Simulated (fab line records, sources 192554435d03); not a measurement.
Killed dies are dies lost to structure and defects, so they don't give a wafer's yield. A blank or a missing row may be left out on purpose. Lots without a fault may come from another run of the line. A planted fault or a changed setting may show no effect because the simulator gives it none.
fab line records | flow n5_finfet | part 1 of 2: steps 1 to 20 of 26
record lots=5 wafers=15 last_day=18
route steps=1938 shown BEOL_M5@1128
lots that met no fault: from a run of the same line without faults
start_h: hours from the record's first day to the start of the lot's first wafer shown | wait_h: hours since the lot's step before | " the same as in the row above | L1.1+2: a row that stands for several wafers | - no value, or no start given | * or withheld: withheld | < > ~ a bound
route shown NAME@n: a module of which the file shows steps, and the number in the route of the first | usual: mean/standard deviation of fault-free wafers | same: alike in all rows | chamber/n: place in a boat | sites: the reading at each site | _std_site: their standard deviation | _edge_site: outer sites' mean less inner sites' | radius_mm: how far each site lies from the wafer's centre | mask NAME#n: copy n | behind: the tool/chamber that last shaped the wafer | hold: why the lot was held/for how many hours/how that ended | device: the transistor (n, p or np) that didn't switch | end of line: the same wafers' tests at the end of the route | a step without rows: its recipe alone | killed: dies lost to structure and defects at the first sort, not the wafer's yield | map: a wafer's dies, x killed, . not, _ none there
set.NAME: the setting as run; set.NAME@STEP: as run at that earlier step | model.NAME: the simulator's own value behind a step, which no gauge read
lots at some steps of the route; a table a step, a row a wafer
services: from which hour (start_h, from the record's first day; less than 0 if before it) a tool's chamber was out of use, for how many hours, and why
## steps
# step N5_BEOL_M5_INSPECT_13
# recipe mode=adi inspect_instrument=brightfield
# usual raw_defect_count=410/100
# columns lot.wafer tool chamber start_h wait_h raw_defect_count
L074.1 defect_inspect-01 - 180.29 0.1 306
L074.4 " - " " 395
L074.6 " - " " 341
L077.1 defect_inspect-01 - 199.63 0.1 324
L077.2 " - " " 298
L077.6 " - " " 296
L086.2 defect_inspect-01 - 250.93 0.0 369
L086.4 " - " " 320
L086.6 " - " " 348
L087.1 defect_inspect-01 - 265.96 0.1 472
L087.2 " - " " 721
L087.5 " - " " 420
L094.2 defect_inspect-01 - 313.99 0.0 298
L094.4 " - " " 318
L094.6 " - " " 353
# step N5_BEOL_M5_DESCUM_16
# recipe chemistry=O2 time_s=7 source_power_w=50 bias_power_w=20 pressure_mtorr=20 rf_frequency_hz=2.712e+07 temp_c=40 resist=CAR-EUV o2_flow_sccm=225
# usual drypump_motor_current_A=5.77/0.29 oes_product_au=0.78/0.074 rf_vpp_V=242.7/1.4 showerhead_plenum_p_Torr=2.05/0.076 throttle_valve_pct=20.44/0.14
# columns lot.wafer tool chamber start_h wait_h drypump_motor_current_A oes_product_au rf_hours_counter_h rf_vpp_V showerhead_plenum_p_Torr throttle_valve_pct
L074.1 rie_diel-06 2 180.38 0.1 5.34 0.68 255 241.7 2.00 20.89
L074.4 " 3 " " 5.88 0.76 134 242.6 2.00 20.29
L074.6 " 1 " " 5.64 0.74 - 243.4 2.02 20.56
L077.1 rie_diel-05 0 199.66 0.0 5.49 0.96 21 244.0 2.11 20.49
L077.2 " 2 " " 5.32 0.73 199 243.2 2.05 20.30
L077.6 " 2 " " 5.33 0.73 - 242.8 2.05 20.32
L086.2 rie_diel-03 1 250.97 0.0 6.02 0.74 162 243.8 2.07 20.31
L086.4 " 2 " " 6.06 0.68 224 241.5 1.98 20.42
L086.6 " 1 " " 5.99 0.75 - 243.6 2.07 20.28
L087.1 rie_diel-03 2 266.00 0.0 6.03 0.68 229 242.1 1.98 20.43
L087.2 " 1 " " 5.98 0.74 168 242.8 2.07 20.30
L087.5 " 0 " " 6.39 0.85 - 243.7 2.06 20.44
L094.2 rie_diel-05 2 314.03 0.0 5.33 0.71 232 242.9 2.04 20.37
L094.4 " 1 " " 5.76 0.71 199 244.2 2.17 20.49
L094.6 " 1 " " 5.75 0.71 - 244.4 2.17 20.48
# step N5_BEOL_M5_ETCH_72
# recipe chemistry=N2/H2 target=underlayer target_depth_a=65 mask_material=CAR-EUV time_s=5.2 ion_energy_ev=200 pressure_mtorr=30 source_w=840 bias_w=150 n2_flow_sccm=200 h2_flow_sccm=200 ends=cleared
# usual bias_w=150.0/0.44 drypump_motor_current_A=5.77/0.3 etch_rf_on_time_s=5.19/0.19 oes_product_au=0.67/0.065 rf_vpp_V=522.6/2.6 showerhead_plenum_p_Torr=2.50/0.094 throttle_valve_pct=17.89/0.19
# columns lot.wafer tool chamber start_h wait_h bias_w drypump_motor_current_A etch_rf_on_time_s oes_product_au rf_hours_counter_h rf_vpp_V showerhead_plenum_p_Torr throttle_valve_pct
L074.1 rie_diel-06 2 180.41 0.0 149.9 5.33 4.86 0.60 255 520.0 2.42 18.37
L074.4 " 3 " " 149.4 5.87 4.94 0.68 134 520.8 2.43 17.68
L074.6 " 1 " " 149.5 5.62 5.15 0.64 - 521.9 2.45 17.97
L077.1 rie_diel-05 0 199.70 0.0 149.3 5.51 5.12 0.80 21 527.3 2.61 18.14
L077.2 " 2 " " 149.5 5.32 5.71 0.58 199 522.1 2.49 17.66
L077.6 " 2 " " 150.0 5.32 5.71 0.59 - 523.3 2.49 17.68
L086.2 rie_diel-03 1 251.00 0.0 150.4 6.00 5.04 0.66 162 526.3 2.55 18.04
L086.4 " 2 " " 150.1 6.03 5.01 0.58 224 518.8 2.41 17.78
L086.6 " 1 " " 150.1 5.99 4.99 0.66 - 523.4 2.55 18.02
L087.1 rie_diel-03 2 266.03 0.0 149.9 6.09 4.98 0.58 229 518.9 2.41 17.85
L087.2 " 1 " " 149.1 5.95 5.04 0.64 168 522.8 2.55 18.01
L087.5 " 0 " " 149.9 6.46 5.34 0.73 - 521.6 2.47 17.66
L094.2 rie_diel-05 2 314.06 0.0 150.9 5.34 5.59 0.58 232 523.4 2.48 17.76
L094.4 " 1 " " 149.7 5.77 4.97 0.62 199 523.5 2.63 17.85
L094.6 " 1 " " 150.4 5.79 5.01 0.62 - 526.8 2.63 17.87
# step N5_BEOL_M5_ETCH_61
# recipe chemistry=CF4 target=SiARC target_depth_a=156 mask_material=CAR-EUV time_s=26 ion_energy_ev=80 pressure_mtorr=40 source_w=545 bias_w=36 Ar_flow_sccm=100 cf4_flow_sccm=100 ends=cleared
# usual bias_w=36.01/0.1 drypump_motor_current_A=5.77/0.29 etch_rf_on_time_s=25.9/0.97 oes_product_au=0.67/0.065 rf_vpp_V=183.7/1.3 showerhead_plenum_p_Torr=2.11/0.074 throttle_valve_pct=15.63/0.2
# columns lot.wafer tool chamber start_h wait_h bias_w drypump_motor_current_A etch_rf_on_time_s oes_product_au rf_hours_counter_h rf_vpp_V showerhead_plenum_p_Torr throttle_valve_pct
L074.1 rie_diel-06 2 180.43 0.0 36.03 5.30 24.7 0.60 255 182.5 2.04 16.01
L074.4 " 3 " " 35.96 5.88 24.8 0.68 134 182.6 2.06 15.51
L074.6 " 1 " " 35.98 5.66 25.3 0.65 - 181.2 2.05 15.63
L077.1 rie_diel-05 0 199.72 0.0 36.16 5.50 25.4 0.81 21 184.0 2.19 15.81
L077.2 " 2 " " 36.08 5.33 28.6 0.58 199 184.6 2.15 15.84
L077.6 " 2 " " 36.18 5.32 28.3 0.59 - 183.1 2.15 15.83
L086.2 rie_diel-03 1 251.02 0.0 36.17 5.96 25.0 0.66 162 184.6 2.15 15.72
L086.4 " 2 " " 35.87 6.06 25.1 0.60 224 181.5 2.04 15.67
L086.6 " 1 " " 36.03 6.00 24.9 0.66 - 184.4 2.15 15.74
L087.1 rie_diel-03 2 266.05 0.0 36.05 6.05 25.3 0.58 229 182.8 2.04 15.68
L087.2 " 1 " " 36.05 5.93 24.8 0.65 168 184.0 2.14 15.74
L087.5 " 0 " " 35.93 6.39 26.7 0.73 - 182.8 2.08 15.39
L094.2 rie_diel-05 2 314.08 0.0 36.15 5.33 28.0 0.57 232 184.5 2.13 15.90
L094.4 " 1 " " 35.92 5.80 25.4 0.62 199 183.7 2.21 15.71
L094.6 " 1 " " 35.93 5.77 25.2 0.62 - 185.5 2.21 15.70
# step N5_BEOL_M5_ETCH_62
# recipe chemistry=N2/H2 target=SOC target_depth_a=750 overetch_a=150 mask_material=SiARC temp_c=40 time_s=112.5 ion_energy_ev=200 pressure_mtorr=30 source_w=840 bias_w=150 n2_flow_sccm=200 h2_flow_sccm=200
# usual bias_w=149.9/0.44 drypump_motor_current_A=5.77/0.29 oes_product_au=0.62/0.06 rf_vpp_V=522.6/2.5 showerhead_plenum_p_Torr=2.50/0.094 throttle_valve_pct=17.85/0.19
# columns lot.wafer tool chamber start_h wait_h bias_w drypump_motor_current_A oes_product_au rf_hours_counter_h rf_vpp_V showerhead_plenum_p_Torr throttle_valve_pct
L074.1 rie_diel-06 2 180.45 0.0 149.9 5.36 0.54 255 520.2 2.42 18.32
L074.4 " 3 " " 150.0 5.90 0.61 134 522.7 2.43 17.63
L074.6 " 1 " " 150.1 5.64 0.60 - 521.7 2.45 17.95
L077.1 rie_diel-05 0 199.74 0.0 149.4 5.50 0.74 21 525.3 2.61 18.10
L077.2 " 2 " " 149.2 5.31 0.57 199 523.7 2.49 17.66
L077.6 " 2 " " 149.9 5.32 0.57 - 524.4 2.49 17.66
L086.2 rie_diel-03 1 251.05 0.0 149.7 5.94 0.60 162 524.5 2.55 17.98
L086.4 " 2 " " 148.7 6.03 0.53 224 521.6 2.41 17.79
L086.6 " 1 " " 149.6 5.95 0.59 - 524.0 2.55 18.00
L087.1 rie_diel-03 2 266.08 0.0 149.5 6.04 0.54 229 519.9 2.41 17.80
L087.2 " 1 " " 149.9 5.97 0.59 168 524.3 2.55 18.01
L087.5 " 0 " " 149.6 6.39 0.69 - 522.4 2.47 17.61
L094.2 rie_diel-05 2 314.11 0.0 150.7 5.33 0.55 232 522.3 2.47 17.70
L094.4 " 1 " " 150.0 5.76 0.57 199 526.5 2.63 17.83
L094.6 " 1 " " 149.7 5.77 0.57 - 525.8 2.63 17.82
# step N5_BEOL_M5_STRIP_63
# recipe chemistry=N2/H2 temp_c=40 n2_flow_sccm=200 h2_flow_sccm=200 rf_frequency_hz=6e+07
# columns lot.wafer tool chamber start_h wait_h
L074.1+4+6 rie_diel-06 2,3,1 180.56 0.1
L077.1+2+6 rie_diel-05 0,2,2 199.85 0.1
L086.2+4+6 rie_diel-03 1,2,1 251.15 0.1
L087.1+2+5 rie_diel-03 2,1,0 266.18 0.1
L094.2+4+6 rie_diel-05 2,1,1 314.21 0.1
# step N5_BEOL_M5_STRIP_73
# recipe chemistry=N2/H2 temp_c=40 n2_flow_sccm=200 h2_flow_sccm=200 rf_frequency_hz=6e+07
# columns lot.wafer tool chamber start_h wait_h
L074.1+4+6 rie_diel-06 2,3,1 180.57 0.0
L077.1+2+6 rie_diel-05 0,2,2 199.86 0.0
L086.2+4+6 rie_diel-03 1,2,1 251.16 0.0
L087.1+2+5 rie_diel-03 2,1,0 266.19 0.0
L094.2+4+6 rie_diel-05 2,1,1 314.22 0.0
# step N5_BEOL_M5_STRIP_64
# recipe chemistry=CF4 resist=SiARC power_w=300 bias_power_w=75 pressure_mtorr=50 cf4_flow_sccm=150 rf_frequency_hz=6e+07
# usual drypump_motor_current_A=5.76/0.29 oes_product_au=0.78/0.075 rf_vpp_V=270.5/1.6 showerhead_plenum_p_Torr=1.77/0.06 throttle_valve_pct=13.63/0.21
# columns lot.wafer tool chamber start_h wait_h drypump_motor_current_A oes_product_au rf_hours_counter_h rf_vpp_V showerhead_plenum_p_Torr throttle_valve_pct
L074.1 rie_diel-06 2 180.58 0.0 5.33 0.67 255 269.2 1.71 13.98
L074.4 " 3 " " 5.86 0.76 134 270.6 1.73 13.54
L074.6 " 1 " " 5.65 0.75 - 269.6 1.75 13.73
L077.1 rie_diel-05 0 199.87 0.0 5.49 0.92 21 272.2 1.84 13.76
L077.2 " 2 " " 5.33 0.71 199 271.6 1.79 13.78
L077.6 " 2 " " 5.32 0.71 - 271.0 1.79 13.79
L086.2 rie_diel-03 1 251.17 0.0 5.96 0.74 162 269.8 1.81 13.77
L086.4 " 2 " " 6.06 0.67 224 269.0 1.70 13.63
L086.6 " 1 " " 5.95 0.74 - 272.0 1.81 13.77
L087.1 rie_diel-03 2 266.20 0.0 6.05 0.67 229 268.2 1.70 13.63
L087.2 " 1 " " 5.98 0.74 168 271.9 1.81 13.78
L087.5 " 0 " " 6.41 0.86 - 270.8 1.75 13.34
L094.2 rie_diel-05 2 314.23 0.0 5.34 0.70 232 268.6 1.78 13.85
L094.4 " 1 " " 5.76 0.71 199 272.1 1.88 13.77
L094.6 " 1 " " 5.77 0.71 - 274.5 1.88 13.78
# step N5_BEOL_M5_HM_OPEN_17
# recipe chemistry=Cl2/BCl3 target_depth_a=200 overetch_a=60 target=TiN mask_material=SOC ion_energy_ev=150 pressure_mtorr=10 icp_w=1000 bias_w=126 Cl2_flow_sccm=53.25 bcl3_flow_sccm=21.75 Ar_flow_sccm=25
# usual bias_w=126.0/0.37 drypump_motor_current_A=5.3/0.54 oes_ar_750_au=0.75/0.052 oes_product_au=0.65/0.051 throttle_valve_pct=22.22/0.13
# columns lot.wafer tool chamber start_h wait_h bias_w drypump_motor_current_A oes_ar_750_au oes_product_au rf_hours_counter_h throttle_valve_pct
L074.1 rie_metal-02 0 180.64 0.0 126.3 5.8 0.58 0.52 126 22.24
L074.4 " 1 " " 126.6 4.7 0.75 0.64 - 22.18
L074.6 " 1 " " 125.8 4.7 0.75 0.64 - 22.18
L077.1 rie_metal-03 0 199.91 0.0 126.0 5.5 0.79 0.69 35 22.06
L077.2 " 1 " " 126.2 4.9 0.75 0.65 45 22.35
L077.6 " 1 " " 125.9 4.9 0.75 0.65 - 22.37
L086.2 rie_metal-02 1 251.25 0.1 125.8 4.7 0.73 0.62 - 22.22
L086.4 " 1 " " 126.7 4.7 0.74 0.62 - 22.20
L086.6 " 1 " " 125.7 4.7 0.73 0.63 - 22.19
L087.1 rie_metal-02 0 266.24 0.0 126.5 5.8 0.89 0.80 1 22.00
L087.2 " 1 " " 126.3 4.7 0.73 0.63 51 22.19
L087.5 " 0 " " 126.4 5.8 0.89 0.81 - 22.00
L094.2 rie_metal-03 0 314.27 0.0 125.9 5.5 0.76 0.68 45 22.07
L094.4 " 1 " " 126.2 4.9 0.73 0.64 - 22.38
L094.6 " 0 " " 125.6 5.5 0.76 0.67 - 22.07
# step N5_BEOL_M5_STRIP_19
# recipe chemistry=O2 power_w=400 temp_c=40 pressure_mtorr=30 rf_frequency_hz=6e+07 bias_power_w=0 overash_fraction=0.2 o2_flow_sccm=225
# usual drypump_motor_current_A=5.8/0.31 oes_product_au=0.78/0.08 rf_vpp_V=3.6/0.48 showerhead_plenum_p_Torr=2.08/0.078 throttle_valve_pct=16.70/0.12
# columns lot.wafer tool chamber start_h wait_h drypump_motor_current_A oes_product_au rf_hours_counter_h rf_vpp_V showerhead_plenum_p_Torr throttle_valve_pct
L074.1 rie_diel-03 1 180.78 0.1 6.0 0.76 139 4.1 2.08 16.58
L074.4 " 2 " " 6.0 0.69 200 4.2 1.99 16.64
L074.6 " 2 " " 6.0 0.70 - 3.2 1.99 16.64
L077.1 rie_diel-05 0 200.02 0.1 5.5 0.95 21 3.8 2.11 16.73
L077.2 " 1 " " 5.8 0.73 165 4.4 2.18 16.68
L077.6 " 0 " " 5.5 0.94 - 4.3 2.11 16.73
L086.2 rie_diel-06 3 251.66 0.4 5.8 0.76 156 3.9 1.99 16.57
L086.4 " 2 " " 5.4 0.92 9 3.8 2.26 16.62
L086.6 " 2 " " 5.3 0.93 - 3.5 2.26 16.61
L087.1 rie_diel-05 1 266.35 0.1 5.8 0.72 186 3.4 2.18 16.71
L087.2 " 3 " " 5.9 0.80 91 4.2 2.13 16.88
L087.5 " 1 " " 5.8 0.72 - 4.1 2.18 16.70
L094.2 rie_diel-06 0 314.46 0.2 5.6 0.80 79 2.6 2.03 16.46
L094.4 " 3 " " 5.9 0.74 175 3.7 1.99 16.60
L094.6 " 3 " " 5.9 0.74 - 3.9 1.99 16.59
# step N5_BEOL_M5_CD_MEAS_18
# recipe pitch_nm=56 target_cd_nm=28
# usual cd_nm=28.0/0.46
# columns lot.wafer tool chamber start_h wait_h cd_nm
L074.1 cd_sem-01 - 180.86 0.1 27.6
L074.4 " - " " 28.3
L074.6 " - " " 28.0
L077.1 cd_sem-03 - 200.09 0.0 27.1
L077.2 " - " " 27.5
L077.6 " - " " 27.7
L086.2 cd_sem-03 - 251.73 0.1 28.2
L086.4 " - " " 27.6
L086.6 " - " " 28.1
L087.1 cd_sem-01 - 266.42 0.0 27.9
L087.2 " - " " 27.8
L087.5 " - " " 27.7
L094.2 cd_sem-03 - 314.53 0.1 27.2
L094.4 " - " " 28.0
L094.6 " - " " 28.0
# step N5_BEOL_M5_COAT_65
# recipe resist=SOC temp_c=250 time_s=60 spin_rpm=1500 resist_thk_nm=60
# usual heater_power_total_W=500.7/1.9
# columns lot.wafer tool chamber start_h wait_h heater_power_total_W
L074.1 litho_track-05 0 180.92 0.1 498.6
L074.4 " 0 " " 500.7
L074.6 " 0 " " 502.6
L077.1 litho_track-05 0 200.45 0.4 501.4
L077.2 " 0 " " 498.9
L077.6 " 0 " " 498.7
L086.2 litho_track-01 0 251.77 0.0 501.4
L086.4 " 0 " " 502.8
L086.6 " 0 " " 502.9
L087.1 litho_track-05 0 267.20 0.8 501.8
L087.2 " 0 " " 503.1
L087.5 " 0 " " 502.3
L094.2 litho_track-05 0 314.59 0.1 502.2
L094.4 " 0 " " 501.2
L094.6 " 0 " " 503.3
# step N5_BEOL_M5_COAT_66
# recipe resist=SiARC temp_c=220 time_s=60 spin_rpm=1500 resist_thk_nm=12
# usual heater_power_total_W=427.7/2.2
# columns lot.wafer tool chamber start_h wait_h heater_power_total_W
L074.1 litho_track-05 0 - - 429.9
L074.4 " 0 " " 426.9
L074.6 " 0 " " 430.8
L077.1 litho_track-05 0 - - 424.3
L077.2 " 0 " " 429.5
L077.6 " 0 " " 429.1
L086.2 litho_track-01 0 - - 430.9
L086.4 " 0 " " 428.4
L086.6 " 0 " " 430.3
L087.1 litho_track-05 0 - - 424.4
L087.2 " 0 " " 430.5
L087.5 " 0 " " 429.7
L094.2 litho_track-05 0 - - 427.5
L094.4 " 0 " " 427.8
L094.6 " 0 " " 429.9
# step N5_BEOL_M5_COAT_74
# recipe resist=underlayer temp_c=205 time_s=60 spin_rpm=1500 resist_thk_nm=5
# usual heater_power_total_W=391.7/1.3
# columns lot.wafer tool chamber start_h wait_h heater_power_total_W
L074.1 litho_track-05 0 - - 391.2
L074.4 " 0 " " 392.6
L074.6 " 0 " " 391.6
L077.1 litho_track-05 0 - - 392.9
L077.2 " 0 " " 391.3
L077.6 " 0 " " 390.4
L086.2 litho_track-01 0 - - 390.7
L086.4 " 0 " " 391.7
L086.6 " 0 " " 390.5
L087.1 litho_track-05 0 - - 390.3
L087.2 " 0 " " 391.9
L087.5 " 0 " " 393.2
L094.2 litho_track-05 0 - - 389.4
L094.4 " 0 " " 392.2
L094.6 " 0 " " 390.0
# step N5_BEOL_M5_COAT_22
# recipe resist=CAR-EUV spin_rpm=1500 resist_thk_nm=30
# columns lot.wafer tool chamber start_h wait_h
L074.1+4+6 litho_track-05 0 - -
L077.1+2+6 litho_track-05 0 - -
L086.2+4+6 litho_track-01 0 - -
L087.1+2+5 litho_track-05 0 - -
L094.2+4+6 litho_track-05 0 - -
# step N5_BEOL_M5_EBR_24
# recipe solvent=PGMEA ebr_width_mm=1.5
# columns lot.wafer tool chamber start_h wait_h
L074.1+4+6 litho_track-05 0 - -
L077.1+2+6 litho_track-05 0 - -
L086.2+4+6 litho_track-01 0 - -
L087.1+2+5 litho_track-05 0 - -
L094.2+4+6 litho_track-05 0 - -
# step N5_BEOL_M5_SOFTBAKE_23
# recipe temp_c=110 time_s=60 resist=CAR-EUV
# usual heater_power_total_W=175.3/1.6
# columns lot.wafer tool chamber start_h wait_h heater_power_total_W
L074.1 litho_track-05 0 - - 177.5
L074.4 " 0 " " 173.0
L074.6 " 0 " " 175.8
L077.1 litho_track-05 0 - - 173.0
L077.2 " 0 " " 177.3
L077.6 " 0 " " 174.0
L086.2 litho_track-01 0 - - 173.1
L086.4 " 0 " " 173.0
L086.6 " 0 " " 176.1
L087.1 litho_track-05 0 - - 175.2
L087.2 " 0 " " 174.0
L087.5 " 0 " " 176.8
L094.2 litho_track-05 0 - - 176.6
L094.4 " 0 " " 175.8
L094.6 " 0 " " 173.1
# step N5_BEOL_M5_EXPOSE_25
# recipe mask_id=V4 na=0.33 source_shape=quasar sigma_inner=0.2 sigma_outer=0.6 polarization=unpolarized defocus_nm=10 dose_mj=52.75
# columns lot.wafer tool chamber start_h wait_h mask
L074.1+4+6 euv_scanner-02 0 181.18 - V4#0
L077.1+2+6 euv_scanner-02 0 200.66 - V4#0
L086.2+4+6 euv_scanner-01 0 251.91 - V4#0
L087.1+2+5 euv_scanner-01 0 267.46 - V4#0
L094.2+4+6 euv_scanner-01 0 314.73 - V4#0
# step N5_BEOL_M5_PEB_26
# recipe peb_temp_c=100 peb_time_s=60 resist=CAR-EUV
# usual heater_power_total_W=154.0/1.1
# columns lot.wafer tool chamber start_h wait_h heater_power_total_W
L074.1 litho_track-04 0 181.25 0.1 154.0
L074.4 " 0 " " 154.9
L074.6 " 0 " " 154.0
L077.1 litho_track-05 0 200.74 0.1 154.6
L077.2 " 0 " " 153.7
L077.6 " 0 " " 153.9
L086.2 litho_track-05 0 251.98 0.1 152.9
L086.4 " 0 " " 152.9
L086.6 " 0 " " 152.8
L087.1 litho_track-04 0 267.53 0.1 155.2
L087.2 " 0 " " 153.0
L087.5 " 0 " " 152.7
L094.2 litho_track-04 0 314.80 0.1 154.0
L094.4 " 0 " " 152.7
L094.6 " 0 " " 155.6
# step N5_BEOL_M5_DEVELOP_27
# recipe develop_time_s=30 developer=TMAH resist=CAR-EUV rinse_liquid=surfactant_rinse dry=air_spin dev_temp_c=23
# columns lot.wafer tool chamber start_h wait_h
L074.1+4+6 litho_track-04 0 - -
L077.1+2+6 litho_track-05 0 - -
L086.2+4+6 litho_track-05 0 - -
L087.1+2+5 litho_track-04 0 - -
L094.2+4+6 litho_track-04 0 - -
